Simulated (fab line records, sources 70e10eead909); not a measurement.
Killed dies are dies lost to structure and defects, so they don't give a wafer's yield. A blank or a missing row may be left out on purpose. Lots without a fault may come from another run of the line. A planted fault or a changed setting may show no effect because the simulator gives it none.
fab line records | flow nand_harc
record lots=23 wafers=69 last_day=33
route steps=1302 shown A_STAIRCASE@719
lots that met no fault: from a run of the same line without faults
start_h: hours from the record's first day to the start of the lot's first wafer shown | wait_h: hours since the lot's step before | " the same as in the row above | L1.1+2: a row that stands for several wafers | - no value, or no start given | * or withheld: withheld | < > ~ a bound
route shown NAME@n: a module of which the file shows steps, and the number in the route of the first | usual: mean/standard deviation of fault-free wafers | same: alike in all rows | chamber/n: place in a boat | sites: the reading at each site | _std_site: their standard deviation | _edge_site: outer sites' mean less inner sites' | radius_mm: how far each site lies from the wafer's centre | mask NAME#n: copy n | behind: the tool/chamber that last shaped the wafer | hold: why the lot was held/for how many hours/how that ended | device: the transistor (n, p or np) that didn't switch | end of line: the same wafers' tests at the end of the route | a step without rows: its recipe alone | killed: dies lost to structure and defects at the first sort, not the wafer's yield | map: a wafer's dies, x killed, . not, _ none there
set.NAME: the setting as run; set.NAME@STEP: as run at that earlier step | model.NAME: the simulator's own value behind a step, which no gauge read
steps of the route over a sample of lots; a table a step, a row a wafer
services: from which hour (start_h, from the record's first day; less than 0 if before it) a tool's chamber was out of use, for how many hours, and why
## steps
# step NHARC_A_STAIRCASE_STRIP_205
# recipe power_w=1500 temp_c=250 chemistry=O2
# usual drypump_motor_current_A=5.4/0.38 heater_power_w=320/23
# columns lot.wafer tool chamber start_h wait_h drypump_motor_current_A heater_power_w rf_hours_counter_h
L074.2 plasma_asher-02 1 365.21 0.1 5.5 346 11
L074.4 " 1 " " 5.5 346 -
L074.6 " 1 " " 5.5 355 -
L075.1 plasma_asher-02 0 371.91 0.2 5.6 343 13
L075.6 " 0 " " 5.6 343 -
L075.5 " 1 " " 5.5 352 -
L076.2 plasma_asher-01 1 372.06 0.1 5.8 305 5
L076.1 " 0 " " 4.8 301 5
L076.3 " 0 " " 4.8 299 -
L077.2 plasma_asher-02 0 391.86 0.1 5.6 352 17
L077.3 " 0 " " 5.6 348 -
L077.4 " 1 " " 5.5 348 -
L078.2 plasma_asher-02 1 409.36 0.1 5.5 350 20
L078.1 " 0 " " 5.6 343 20
L078.6 " 0 " " 5.6 338 -
L079.2 plasma_asher-01 1 413.35 0.3 5.8 306 12
L079.1 " 0 " " 4.8 302 12
L079.6 " 0 " " 4.8 297 -
L080.1 plasma_asher-01 1 413.63 0.4 5.8 311 12
L080.2 " 0 " " 4.8 291 12
L080.4 " 1 " " 5.8 309 -
L081.1 plasma_asher-02 0 431.73 0.1 5.6 348 24
L081.5 " 1 " " 5.5 342 -
L081.6 " 0 " " 5.6 342 -
L082.1 plasma_asher-01 1 443.31 0.1 5.8 309 18
L082.4 " 1 " " 5.9 300 -
L082.5 " 1 " " 5.8 313 -
L085.1 plasma_asher-02 1 464.69 0.1 5.5 351 31
L085.4 " 1 " " 5.5 351 -
L085.6 " 0 " " 5.6 347 -
L084.1 plasma_asher-01 1 464.70 0.1 5.8 300 23
L084.2 " 0 " " 4.8 284 23
L084.6 " 0 " " 4.8 293 -
L083.2 plasma_asher-02 1 468.12 0.1 5.5 348 32
L083.3 " 0 " " 5.6 362 -
L083.4 " 1 " " 5.5 350 -
L087.2 plasma_asher-01 1 493.24 0.1 5.8 303 29
L087.1 " 0 " " 4.8 298 29
L087.3 " 0 " " 4.8 297 -
L089.3 plasma_asher-01 1 504.09 0.2 5.8 311 -
L089.4 " 0 " " 4.8 289 -
L089.6 " 0 " " 4.8 288 -
L088.4 plasma_asher-02 0 510.88 0.2 5.6 322 -
L088.5 " 1 " " 5.5 343 -
L088.6 " 0 " " 5.6 329 -
L090.2 plasma_asher-02 0 525.14 2.8 5.6 326 4
L090.3 " 1 " " 5.5 332 -
L090.6 " 0 " " 5.6 316 -
L091.1 plasma_asher-01 1 534.95 0.1 5.8 303 2
L091.4 " 0 " " 4.8 289 -
L091.5 " 0 " " 4.8 286 -
L092.2 plasma_asher-01 0 535.66 0.1 4.8 286 2
L092.4 " 1 " " 5.8 305 -
L092.3 " 0 " " 4.8 289 -
L093.2 plasma_asher-02 0 549.03 0.1 5.6 321 12
L093.4 " 1 " " 5.5 347 -
L093.6 " 0 " " 5.6 317 -
L094.1 plasma_asher-01 1 552.52 0.1 5.8 299 5
L094.5 " 0 " " 4.8 293 -
L094.6 " 1 " " 5.8 303 -
L095.1 plasma_asher-01 1 563.81 0.3 5.9 300 8
L095.4 " 1 " " 5.8 300 -
L095.6 " 1 " " 5.8 305 -
L096.1 plasma_asher-02 1 579.43 0.1 5.5 347 17
L096.6 " 0 " " 5.6 322 -
L096.5 " 1 " " 5.5 344 -
L097.2 plasma_asher-02 1 589.45 0.2 5.5 334 22
L097.4 " 1 " " 5.5 339 -
L097.6 " 0 " " 5.6 315 -
# step NHARC_A_STAIRCASE_DESCUM_219
# recipe time_s=3 o2_flow_sccm=200 ar_flow_sccm=0 bias_power_w=0 chemistry=O2
# usual drypump_motor_current_A=5.8/0.54 oes_product_au=1.001/0.0072 rf_vpp_V=57.6/0.93 showerhead_plenum_p_Torr=1.88/0.1 throttle_valve_pct=11.311/0.009
# columns lot.wafer tool chamber start_h wait_h drypump_motor_current_A oes_product_au rf_hours_counter_h rf_vpp_V showerhead_plenum_p_Torr throttle_valve_pct
L074.2 rie_diel-06 1 366.59 - 5.9 1.010 12 59.1 2.07 11.302
L074.4 " 3 " " 6.7 1.008 16 56.9 1.87 11.299
L074.6 " 1 " " 5.9 1.020 - 58.6 2.07 11.313
L075.1 rie_diel-06 1 373.46 - 5.9 1.002 15 59.1 2.07 11.303
L075.5 " 3 " " 6.7 1.004 - 56.9 1.86 11.311
L075.6 " 0 " " 4.8 0.999 - 56.8 1.82 11.300
L076.1 rie_diel-07 2 373.61 - 6.2 1.001 24 57.3 1.78 11.309
L076.3 " 0 " " 6.4 0.989 24 58.5 1.79 11.299
L076.2 " 1 " " 5.3 0.987 25 57.1 1.97 11.318
L077.3 rie_diel-04 1 393.24 - 4.9 1.006 4 57.0 1.84 11.321
L077.2 " 0 " " 5.4 0.996 2 57.8 1.78 11.302
L077.4 " 1 " " 4.9 0.999 - 59.5 1.84 11.301
L078.2 rie_diel-07 2 410.76 - 6.2 1.010 36 56.6 1.78 11.330
L078.1 " 3 " " 5.9 1.004 34 56.8 1.82 11.314
L078.6 " 2 " " 6.2 0.997 - 55.9 1.78 11.313
L079.1 rie_diel-07 1 414.88 - 5.4 1.011 37 57.4 1.97 11.325
L079.2 " 3 " " 5.9 0.996 35 57.9 1.82 11.317
L079.6 " 0 " " 6.5 0.999 - 57.1 1.78 11.309
L080.1 rie_diel-07 2 415.14 - 6.2 0.991 37 57.2 1.78 11.295
L080.4 " 3 " " 5.8 1.003 35 58.1 1.82 11.301
L080.2 " 0 " " 6.4 0.999 37 57.6 1.78 11.311
L081.1 rie_diel-06 1 433.28 - 5.9 1.012 30 58.3 2.07 11.313
L081.6 " 1 " " 5.9 1.012 - 59.0 2.07 11.297
L081.5 " 2 " " 6.3 1.010 - 58.2 1.97 11.317
L082.1 rie_diel-04 1 444.65 - 4.9 1.008 27 57.0 1.84 11.310
L082.4 " 2 " " 6.0 0.999 28 58.2 1.81 11.315
L082.5 " 2 " " 6.0 1.009 - 55.7 1.81 11.324
L085.1 rie_diel-07 0 466.08 - 6.4 1.001 54 57.8 1.78 11.310
L085.4 " 1 " " 5.3 1.008 56 57.7 1.96 11.308
L085.6 " 1 " " 5.4 1.003 - 59.1 1.96 11.328
L084.1 rie_diel-04 1 466.26 - 4.9 0.983 32 57.6 1.84 11.294
L084.2 " 2 " " 6.0 0.992 32 57.2 1.81 11.308
L084.6 " 3 " " 5.4 0.993 - 58.2 1.87 11.313
L083.2 rie_diel-07 2 469.58 - 6.2 1.001 58 56.6 1.77 11.306
L083.3 " 3 " " 5.9 0.989 50 57.4 1.82 11.318
L083.4 " 0 " " 6.4 0.997 55 56.7 1.78 11.312
L087.3 rie_diel-06 2 494.65 - 6.3 1.000 0 57.0 1.96 11.302
L087.2 " 3 " " 6.7 1.000 0 56.4 1.85 11.316
L087.1 " 0 " " 4.8 1.009 0 58.5 1.81 11.312
L089.3 rie_diel-04 3 505.52 - 5.4 1.004 17 57.8 1.87 11.315
L089.6 " 1 " " 4.9 1.000 - 56.8 1.83 11.305
L089.4 " 3 " " 5.4 0.998 - 57.0 1.87 11.299
L088.4 rie_diel-07 0 512.14 - 6.5 1.006 9 56.1 1.77 11.303
L088.5 " 1 " " 5.4 1.000 - 58.0 1.96 11.308
L088.6 " 2 " " 6.2 0.996 - 58.8 2.07 11.317
L090.3 rie_diel-07 2 526.62 - 6.2 0.999 18 59.1 2.07 11.314
L090.2 " 0 " " 6.4 1.002 14 58.0 1.77 11.303
L090.6 " 2 " " 6.2 1.001 - 57.5 2.07 11.303
L091.4 rie_diel-07 2 536.46 - 6.2 1.003 26 59.9 2.07 11.294
L091.1 " 3 " " 5.9 0.997 24 58.3 1.81 11.310
L091.5 " 2 " " 6.2 1.002 - 58.3 2.07 11.326
L092.2 rie_diel-07 1 537.14 - 5.4 1.002 22 57.7 1.95 11.327
L092.3 " 2 " " 6.2 1.001 27 57.3 2.07 11.314
L092.4 " 3 " " 5.8 1.002 24 56.7 1.81 11.301
L093.4 rie_diel-06 1 550.51 - 5.9 1.003 23 60.2 2.05 11.291
L093.2 " 3 " " 6.7 0.999 9 56.3 1.85 11.311
L093.6 " 2 " " 6.4 1.004 - 57.7 1.95 11.314
L094.1 rie_diel-04 0 554.00 - 5.4 0.989 0 57.8 2.08 11.305
L094.5 " 0 " " 5.4 0.995 - 58.5 2.08 11.308
L094.6 " 1 " " 4.9 0.991 - 57.4 1.83 11.323
L095.1 rie_diel-06 3 565.28 - 6.7 1.014 13 57.5 1.85 11.298
L095.4 " 2 " " 6.3 1.008 25 59.0 1.95 11.343
L095.6 " 3 " " 6.7 1.008 - 58.2 1.85 11.323
L096.1 rie_diel-07 2 580.93 - 6.2 1.008 41 57.9 2.06 11.302
L096.5 " 3 " " 5.9 1.001 - 57.1 1.80 11.315
L096.6 " 0 " " 6.5 1.012 - 57.4 1.77 11.300
L097.2 rie_diel-07 1 590.97 - 5.4 1.005 39 56.5 1.95 11.318
L097.4 " 3 " " 5.9 1.005 40 57.8 1.80 11.312
L097.6 " 1 " " 5.4 0.986 - 57.8 1.95 11.317
# step NHARC_A_STAIRCASE_ETCH_225
# recipe target_depth_a=1000 time_s=40.5 ion_energy_ev=400 c4f8_flow_sccm=20 o2_flow_sccm=10 ar_flow_sccm=withheld rf_w=600 bias_w=1000 chemistry=C4F8/O2
# usual oes_product_au=0.943/0.0088 rf_vpp_V=893/6.3
# columns lot.wafer tool chamber start_h wait_h oes_product_au rf_hours_counter_h rf_vpp_V
L074.2 rie_diel-06 0 - - 0.943 16 889
L074.4 " 1 " " 0.957 13 907
L074.6 " 0 " " 0.945 - 889
L076.3 rie_diel-07 2 - - 0.947 25 888
L076.1 " 0 " " 0.949 24 887
L076.2 " 1 " " 0.944 25 898
L075.1 rie_diel-06 0 - - 0.936 21 890
L075.5 " 0 " " 0.928 - 888
L075.6 " 1 " " 0.952 - 907
L077.2 rie_diel-04 0 - - 0.935 3 889
L077.3 " 1 " " 0.948 4 891
L077.4 " 2 " " 0.952 - 888
L078.2 rie_diel-07 1 - - 0.925 36 900
L078.1 " 3 " " 0.940 35 890
L078.6 " 0 " " 0.946 - 887
L079.1 rie_diel-07 3 - - 0.952 36 889
L079.2 " 0 " " 0.939 37 888
L079.6 " 0 " " 0.945 - 887
L080.2 rie_diel-07 1 - - 0.939 38 898
L080.1 " 3 " " 0.932 36 890
L080.4 " 0 " " 0.932 37 887
L081.1 rie_diel-06 2 - - 0.944 33 898
L081.6 " 2 " " 0.947 - 899
L081.5 " 3 " " 0.945 - 892
L082.4 rie_diel-04 1 - - 0.948 27 891
L082.1 " 2 " " 0.956 28 890
L082.5 " 1 " " 0.939 - 890
L085.4 rie_diel-07 1 - - 0.927 57 899
L085.1 " 2 " " 0.941 57 886
L085.6 " 3 " " 0.959 - 889
L084.1 rie_diel-04 0 - - 0.942 29 887
L084.2 " 3 " " 0.944 13 893
L084.6 " 0 " " 0.936 - 888
L083.3 rie_diel-07 0 - - 0.946 55 888
L083.4 " 2 " " 0.934 59 887
L083.2 " 3 " " 0.943 50 890
L087.3 rie_diel-06 3 - - 0.956 0 893
L087.1 " 0 " " 0.950 0 889
L087.2 " 1 " " 0.956 0 905
L089.3 rie_diel-04 0 - - 0.938 44 886
L089.4 " 3 " " 0.944 - 893
L089.6 " 1 " " 0.942 - 892
L088.4 rie_diel-07 2 - - 0.939 13 906
L088.6 " 3 " " 0.936 - 889
L088.5 " 0 " " 0.945 - 887
L090.3 rie_diel-07 3 - - 0.945 17 890
L090.2 " 1 " " 0.941 15 899
L090.6 " 3 " " 0.947 - 888
L091.1 rie_diel-07 1 - - 0.927 22 898
L091.4 " 3 " " 0.931 24 889
L091.5 " 1 " " 0.933 - 898
L092.4 rie_diel-07 1 - - 0.949 23 897
L092.2 " 2 " " 0.954 27 906
L092.3 " 0 " " 0.947 20 887
L093.4 rie_diel-06 3 - - 0.949 9 893
L093.2 " 2 " " 0.946 21 898
L093.6 " 0 " " 0.950 - 889
L094.1 rie_diel-04 1 - - 0.929 0 892
L094.5 " 2 " " 0.934 - 888
L094.6 " 3 " " 0.952 - 892
L095.4 rie_diel-06 0 - - 0.963 26 889
L095.1 " 3 " " 0.966 13 892
L095.6 " 1 " " 0.948 - 907
L096.1 rie_diel-07 1 - - 0.944 36 898
L096.6 " 2 " " 0.942 - 904
L096.5 " 3 " " 0.933 - 888
L097.2 rie_diel-07 3 - - 0.958 40 889
L097.4 " 1 " " 0.938 39 899
L097.6 " 3 " " 0.943 - 887
# step NHARC_A_STAIRCASE_ETCH_236
# recipe target_depth_a=1000 time_s=40.5 ion_energy_ev=400 c4f8_flow_sccm=20 o2_flow_sccm=10 ar_flow_sccm=withheld rf_w=600 bias_w=1000 chemistry=C4F8/O2
# usual oes_product_au=0.942/0.012 rf_vpp_V=894/6.4
# columns lot.wafer tool chamber start_h wait_h oes_product_au rf_hours_counter_h rf_vpp_V
L074.4 rie_diel-06 3 - - 0.940 19 893
L074.2 " 0 " " 0.939 19 889
L074.6 " 3 " " 0.934 - 892
L076.2 rie_diel-07 0 - - 0.930 25 887
L076.1 " 1 " " 0.924 27 899
L076.3 " 2 " " 0.918 26 887
L075.1 rie_diel-07 0 - - 0.925 25 887
L075.6 " 1 " " 0.915 - 900
L075.5 " 2 " " 0.920 - 888
L077.3 rie_diel-06 0 - - 0.957 25 890
L077.2 " 1 " " 0.955 21 906
L077.4 " 3 " " 0.959 24 891
L078.1 rie_diel-07 2 - - 0.948 37 887
L078.2 " 3 " " 0.932 35 890
L078.6 " 1 " " 0.959 - 899
L079.1 rie_diel-06 0 - - 0.937 31 889
L079.2 " 1 " " 0.945 27 905
L079.6 " 3 " " 0.949 - 893
L080.1 rie_diel-07 0 - - 0.936 38 887
L080.2 " 1 " " 0.938 38 898
L080.4 " 3 " " 0.944 36 891
L081.1 rie_diel-06 0 - - 0.953 35 889
L081.5 " 1 " " 0.951 - 906
L081.6 " 2 " " 0.961 - 899
L082.1 rie_diel-07 2 - - 0.932 51 887
L082.4 " 2 " " 0.937 - 888
L082.5 " 1 " " 0.928 - 898
L085.4 rie_diel-04 1 - - 0.946 33 890
L085.1 " 2 " " 0.935 34 890
L085.6 " 1 " " 0.945 - 892
L084.1 rie_diel-06 2 - - 0.941 44 898
L084.2 " 0 " " 0.942 46 888
L084.6 " 2 " " 0.940 - 900
L083.2 rie_diel-06 3 - - 0.948 49 893
L083.4 " 0 " " 0.957 47 889
L083.3 " 1 " " 0.939 44 905
L087.2 rie_diel-04 0 - - 0.959 43 886
L087.1 " 1 " " 0.944 46 890
L087.3 " 2 " " 0.955 46 889
L089.3 rie_diel-06 1 - - 0.939 2 905
L089.4 " 0 " " 0.947 3 889
L089.6 " 1 " " 0.939 - 905
L088.4 rie_diel-07 2 - - 0.935 14 906
L088.5 " 1 " " 0.948 - 899
L088.6 " 2 " " 0.947 - 908
L090.3 rie_diel-07 1 - - 0.918 16 897
L090.2 " 2 " " 0.927 19 906
L090.6 " 0 " " 0.940 - 888
L091.4 rie_diel-06 3 - - 0.956 6 893
L091.1 " 1 " " 0.958 19 905
L091.5 " 3 " " 0.955 - 891
L092.3 rie_diel-07 0 - - 0.934 20 886
L092.4 " 1 " " 0.933 23 899
L092.2 " 2 " " 0.946 28 905
L093.4 rie_diel-07 1 - - 0.940 28 899
L093.2 " 2 " " 0.943 33 905
L093.6 " 3 " " 0.934 - 889
L094.1 rie_diel-06 3 - - 0.960 10 892
L094.6 " 2 " " 0.955 - 898
L094.5 " 3 " " 0.945 - 892
L095.4 rie_diel-04 3 - - 0.940 7 893
L095.1 " 0 " " 0.954 6 906
L095.6 " 1 " " 0.946 - 889
L096.1 rie_diel-04 2 - - 0.930 12 888
L096.6 " 2 " " 0.936 - 889
L096.5 " 3 " " 0.943 - 892
L097.2 rie_diel-06 2 - - 0.955 32 898
L097.4 " 3 " " 0.945 20 892
L097.6 " 2 " " 0.953 - 899
# step NHARC_A_STAIRCASE_DESCUM_252
# recipe time_s=3 o2_flow_sccm=200 ar_flow_sccm=0 bias_power_w=0 chemistry=O2
# usual drypump_motor_current_A=5.8/0.62 oes_product_au=1.003/0.0064 rf_vpp_V=57.6/1.1 showerhead_plenum_p_Torr=1.88/0.097 throttle_valve_pct=11.310/0.0089
# columns lot.wafer tool chamber start_h wait_h drypump_motor_current_A oes_product_au rf_hours_counter_h rf_vpp_V showerhead_plenum_p_Torr throttle_valve_pct
L074.2 rie_diel-07 0 371.57 - 6.4 1.011 22 56.1 1.79 11.318
L074.4 " 0 " " 6.4 1.000 - 57.3 1.79 11.316
L074.6 " 1 " " 5.4 0.999 - 59.1 1.97 11.305
L076.1 rie_diel-04 3 378.54 - 5.4 1.002 0 58.3 1.87 11.317
L076.3 " 1 " " 4.8 0.994 0 57.8 1.85 11.310
L076.2 " 2 " " 6.1 1.006 0 57.1 1.82 11.315
L075.1 rie_diel-07 0 378.70 - 6.4 0.992 25 57.6 1.79 11.317
L075.6 " 0 " " 6.5 1.006 - 57.1 1.79 11.315
L075.5 " 2 " " 6.3 0.993 - 56.9 1.78 11.318
L077.3 rie_diel-06 3 397.11 - 6.7 1.004 24 56.7 1.86 11.298
L077.4 " 0 " " 4.8 1.005 25 57.8 1.81 11.312
L077.2 " 2 " " 6.3 1.006 20 58.9 1.97 11.325
L078.1 rie_diel-07 3 414.60 - 5.8 1.009 35 57.4 1.82 11.302
L078.2 " 0 " " 6.4 1.004 36 57.6 1.78 11.317
L078.6 " 2 " " 6.2 1.001 - 59.9 1.78 11.294
L079.1 rie_diel-06 2 418.64 - 6.3 0.993 29 56.7 1.97 11.313
L079.2 " 0 " " 4.8 1.002 31 56.0 1.81 11.303
L079.6 " 2 " " 6.3 1.002 - 59.1 1.97 11.315
L080.4 rie_diel-06 2 418.96 - 6.3 0.993 29 58.7 1.97 11.308
L080.2 " 3 " " 6.7 1.005 33 56.9 1.86 11.326
L080.1 " 0 " " 4.8 1.000 31 56.9 1.81 11.319
L081.1 rie_diel-04 1 436.85 - 4.9 1.005 22 58.2 1.84 11.296
L081.6 " 0 " " 5.4 0.995 - 57.0 1.78 11.330
L081.5 " 1 " " 4.8 0.991 - 58.3 1.84 11.308
L082.4 rie_diel-06 0 449.24 - 4.8 1.014 42 57.2 1.81 11.319
L082.1 " 1 " " 5.9 1.014 36 57.8 2.06 11.302
L082.5 " 3 " " 6.7 1.011 - 59.1 1.86 11.312
L085.1 rie_diel-06 0 469.87 - 4.8 1.002 47 57.6 1.81 11.309
L085.4 " 2 " " 6.3 1.005 45 58.8 1.96 11.311
L085.6 " 0 " " 4.8 1.008 - 58.9 1.81 11.304
L084.2 rie_diel-06 1 470.12 - 5.9 1.007 44 59.8 2.06 11.314
L084.1 " 2 " " 6.3 0.994 45 57.7 1.96 11.316
L084.6 " 1 " " 5.9 1.008 - 60.3 2.06 11.298
L083.2 rie_diel-06 3 473.27 - 6.7 0.997 49 58.0 1.86 11.318
L083.3 " 0 " " 4.8 1.001 47 58.3 1.81 11.305
L083.4 " 2 " " 6.3 0.997 45 57.9 1.96 11.291
L087.3 rie_diel-07 0 498.56 - 6.4 1.007 6 57.3 1.78 11.302
L087.2 " 2 " " 6.2 0.989 8 59.8 2.07 11.324
L087.1 " 3 " " 5.8 0.994 9 55.8 1.81 11.309
L089.4 rie_diel-07 2 509.37 - 6.2 1.003 11 58.3 2.07 11.301
L089.3 " 0 " " 6.5 0.999 8 56.4 1.78 11.319
L089.6 " 2 " " 6.2 0.996 - 59.3 2.07 11.306
L088.4 rie_diel-04 2 516.75 - 6.0 1.005 51 57.7 1.80 11.314
L088.5 " 3 " " 5.4 1.015 - 57.7 1.87 11.295
L088.6 " 0 " " 5.4 0.996 - 56.7 1.77 11.304
L090.3 rie_diel-06 1 530.94 - 5.9 0.996 15 60.1 2.06 11.318
L090.2 " 2 " " 6.3 1.017 14 58.7 1.96 11.326
L090.6 " 0 " " 4.8 1.009 - 55.9 1.80 11.310
L091.1 rie_diel-07 1 540.24 - 5.4 1.004 23 57.3 1.95 11.306
L091.4 " 2 " " 6.2 0.998 28 60.7 2.07 11.297
L091.5 " 0 " " 6.4 1.007 - 57.4 1.77 11.319
L092.3 rie_diel-04 0 540.89 - 5.4 1.003 60 55.8 1.77 11.317
L092.2 " 3 " " 5.4 1.007 35 58.3 1.86 11.309
L092.4 " 1 " " 4.9 1.006 - 56.4 1.83 11.301
L093.4 rie_diel-06 3 554.40 - 6.7 1.012 10 56.2 1.85 11.317
L093.2 " 1 " " 5.9 1.003 23 58.2 2.05 11.318
L093.6 " 3 " " 6.7 1.008 - 56.8 1.85 11.304
L094.1 rie_diel-06 3 557.79 - 6.7 1.002 10 57.0 1.85 11.313
L094.6 " 3 " " 6.7 1.006 - 57.9 1.85 11.309
L094.5 " 0 " " 4.8 1.008 - 58.1 1.80 11.285
L095.1 rie_diel-04 2 570.47 - 6.0 0.994 7 58.2 1.80 11.309
L095.4 " 3 " " 5.4 0.998 7 56.8 1.86 11.310
L095.6 " 2 " " 6.0 0.996 - 56.6 1.80 11.301
L096.1 rie_diel-04 0 584.73 - 5.4 1.004 12 57.9 2.07 11.313
L096.6 " 2 " " 6.0 0.998 - 58.9 1.80 11.314
L096.5 " 3 " " 5.4 0.996 - 57.8 1.86 11.312
L097.4 rie_diel-04 1 594.80 - 4.8 1.003 17 57.8 1.82 11.318
L097.2 " 3 " " 5.4 0.990 15 58.8 1.86 11.313
L097.6 " 1 " " 4.8 0.997 - 58.2 1.82 11.300
# step NHARC_A_STAIRCASE_ETCH_452
# recipe target_depth_a=300 overetch_a=30 time_s=16.5 ion_energy_ev=100 cf4_flow_sccm=80 o2_flow_sccm=20 ar_flow_sccm=0 rf_w=300 bias_w=100 chemistry=CF4/O2
# usual drypump_motor_current_A=5.8/0.56 oes_o_777_au=1.001/0.0049 oes_product_au=1.002/0.0075 rf_vpp_V=197.4/1.7 showerhead_plenum_p_Torr=1.31/0.07 throttle_valve_pct=13.398/0.0096
# columns lot.wafer tool chamber start_h wait_h drypump_motor_current_A oes_o_777_au oes_product_au rf_hours_counter_h rf_vpp_V showerhead_plenum_p_Torr throttle_valve_pct
L074.2 rie_diel-06 2 - - 6.3 0.998 0.988 18 197.8 1.37 13.403
L074.4 " 1 " " 6.0 0.997 0.997 18 200.5 1.44 13.381
L074.6 " 3 " " 6.7 1.002 1.010 - 196.5 1.30 13.396
L076.2 rie_diel-06 3 - - 6.7 1.009 1.008 23 196.5 1.30 13.398
L076.3 " 0 " " 4.8 1.002 0.993 24 197.5 1.27 13.389
L076.1 " 1 " " 5.9 0.998 1.005 20 201.0 1.44 13.393
L075.1 rie_diel-07 2 - - 6.2 1.001 0.989 30 195.6 1.24 13.403
L075.5 " 1 " " 5.4 0.995 1.003 - 198.9 1.37 13.387
L075.6 " 2 " " 6.2 0.991 1.000 - 195.3 1.24 13.390
L077.3 rie_diel-06 0 - - 4.8 1.000 1.003 29 196.7 1.27 13.408
L077.2 " 2 " " 6.3 1.006 1.002 27 199.5 1.37 13.386
L077.4 " 3 " " 6.7 1.007 1.012 31 196.8 1.30 13.383
L078.2 rie_diel-07 2 - - 6.2 1.000 0.993 43 197.0 1.24 13.408
L078.1 " 1 " " 5.4 1.006 0.990 41 200.4 1.37 13.409
L078.6 " 3 " " 5.8 0.990 1.007 - 195.8 1.27 13.395
L079.1 rie_diel-07 0 - - 6.4 0.997 0.998 41 195.5 1.25 13.392
L079.2 " 3 " " 5.9 0.997 0.997 42 195.6 1.27 13.384
L079.6 " 1 " " 5.4 1.006 0.990 - 199.7 1.37 13.405
L080.4 rie_diel-04 1 - - 4.9 1.000 1.002 21 198.0 1.28 13.397
L080.2 " 2 " " 6.0 0.995 1.001 22 196.0 1.27 13.391
L080.1 " 0 " " 5.4 1.005 1.000 20 196.4 1.24 13.416
L081.1 rie_diel-04 1 - - 4.9 1.007 1.014 28 196.6 1.28 13.401
L081.6 " 0 " " 5.4 1.006 1.000 - 195.2 1.24 13.407
L081.5 " 1 " " 4.8 0.999 1.000 - 197.8 1.28 13.393
L082.4 rie_diel-07 1 - - 5.4 0.996 0.990 54 199.5 1.37 13.389
L082.1 " 3 " " 5.8 1.004 0.996 46 197.0 1.27 13.402
L082.5 " 0 " " 6.4 0.998 1.001 - 196.4 1.24 13.388
L085.1 rie_diel-04 1 484.35 0.1 4.8 1.000 1.000 41 198.0 1.28 13.393
L085.6 " 1 " " 4.8 0.993 0.999 - 197.3 1.28 13.379
L085.4 " 2 " " 6.0 0.998 1.006 - 195.1 1.26 13.407
L084.1 rie_diel-07 2 - - 6.2 0.997 0.989 5 202.0 1.44 13.399
L084.2 " 0 " " 6.4 0.999 1.019 3 195.3 1.24 13.377
L084.6 " 1 " " 5.3 1.004 1.018 - 200.0 1.37 13.401
L083.3 rie_diel-04 1 - - 4.8 1.006 1.017 43 196.5 1.28 13.422
L083.2 " 2 " " 6.0 0.997 1.003 42 196.9 1.26 13.404
L083.4 " 2 " " 6.0 1.000 1.005 - 195.4 1.26 13.391
L087.1 rie_diel-06 1 - - 5.9 1.008 1.009 7 198.6 1.43 13.393
L087.3 " 2 " " 6.3 0.999 1.013 7 197.5 1.37 13.397
L087.2 " 0 " " 4.8 1.003 1.005 8 196.6 1.26 13.410
L089.4 rie_diel-07 2 - - 6.2 1.006 1.006 15 199.5 1.44 13.400
L089.3 " 0 " " 6.4 0.999 1.002 13 195.2 1.24 13.405
L089.6 " 2 " " 6.2 1.010 0.997 - 199.8 1.44 13.399
L088.4 rie_diel-04 1 - - 4.8 1.000 1.000 55 196.7 1.28 13.398
L088.5 " 2 " " 6.0 1.003 1.004 - 196.4 1.26 13.404
L088.6 " 3 " " 5.4 0.995 0.997 - 197.0 1.30 13.407
L090.3 rie_diel-07 3 - - 5.8 1.003 0.995 25 195.8 1.26 13.389
L090.2 " 0 " " 6.4 0.997 1.002 20 195.5 1.24 13.394
L090.6 " 2 " " 6.2 1.006 0.989 - 200.5 1.44 13.396
L091.4 rie_diel-07 0 - - 6.4 0.998 0.987 24 195.9 1.24 13.408
L091.1 " 2 " " 6.2 1.006 0.990 33 199.3 1.44 13.408
L091.5 " 3 " " 5.8 1.002 0.994 - 195.2 1.26 13.404
L092.2 rie_diel-04 3 - - 5.4 1.007 0.996 0 196.7 1.30 13.398
L092.4 " 0 " " 5.4 0.998 0.994 1 197.7 1.45 13.401
L092.3 " 1 " " 4.9 1.001 0.996 1 196.9 1.28 13.406
L093.4 rie_diel-06 0 - - 4.8 1.001 1.026 27 195.8 1.26 13.409
L093.2 " 3 " " 6.7 0.997 1.007 14 197.4 1.29 13.407
L093.6 " 0 " " 4.8 0.998 1.014 - 197.0 1.26 13.405
L094.1 rie_diel-06 0 - - 4.8 1.002 1.001 27 196.1 1.26 13.392
L094.6 " 1 " " 5.9 1.009 1.003 - 200.7 1.43 13.394
L094.5 " 2 " " 6.3 0.997 0.997 - 199.8 1.36 13.410
L095.1 rie_diel-04 3 - - 5.4 0.997 1.010 11 195.4 1.30 13.395
L095.4 " 0 " " 5.4 0.992 0.999 12 200.9 1.44 13.388
L095.6 " 0 " " 5.4 1.008 1.005 - 198.9 1.44 13.419
L096.1 rie_diel-07 0 - - 6.5 1.013 1.014 36 194.8 1.23 13.407
L096.6 " 1 " " 5.4 1.000 1.002 - 198.4 1.36 13.397
L096.5 " 2 " " 6.2 0.994 1.016 - 198.9 1.44 13.403
L097.4 rie_diel-06 1 - - 5.9 1.000 1.000 36 199.5 1.43 13.402
L097.2 " 3 " " 6.7 1.012 1.011 25 197.8 1.29 13.407
L097.6 " 2 " " 6.3 0.991 1.004 - 198.7 1.36 13.410
## services
# columns tool chamber start_h hours kind
plasma_asher-01 - 342.19 9.0 pm
rie_diel-06 - 342.90 1.0 repair
rie_diel-07 0 352.23 - clean
rie_diel-04 - 363.75 2.0 repair
rie_diel-04 0 365.95 16.7 repair
rie_diel-04 - 367.82 9.0 pm
rie_diel-04 3 379.42 41.8 repair
rie_diel-07 3 432.66 18.4 repair
rie_diel-04 3 441.69 2.4 repair
rie_diel-06 - 460.05 0.5 repair
rie_diel-07 - 471.23 9.0 pm
rie_diel-04 3 479.76 23.6 repair
rie_diel-06 - 484.22 9.0 pm
plasma_asher-02 - 484.93 9.0 pm
rie_diel-04 2 502.68 5.3 repair
plasma_asher-02 - 507.62 0.4 repair
rie_diel-06 3 510.42 22.2 repair
plasma_asher-02 - 518.13 6.5 repair
plasma_asher-01 - 519.36 9.0 pm
rie_diel-04 2 528.93 13.7 repair
rie_diel-04 - 544.82 9.0 pm
plasma_asher-01 - 567.66 0.6 repair
rie_diel-07 3 569.64 11.1 repair
plasma_asher-01 - 584.59 10.2 repair
## key
fault none
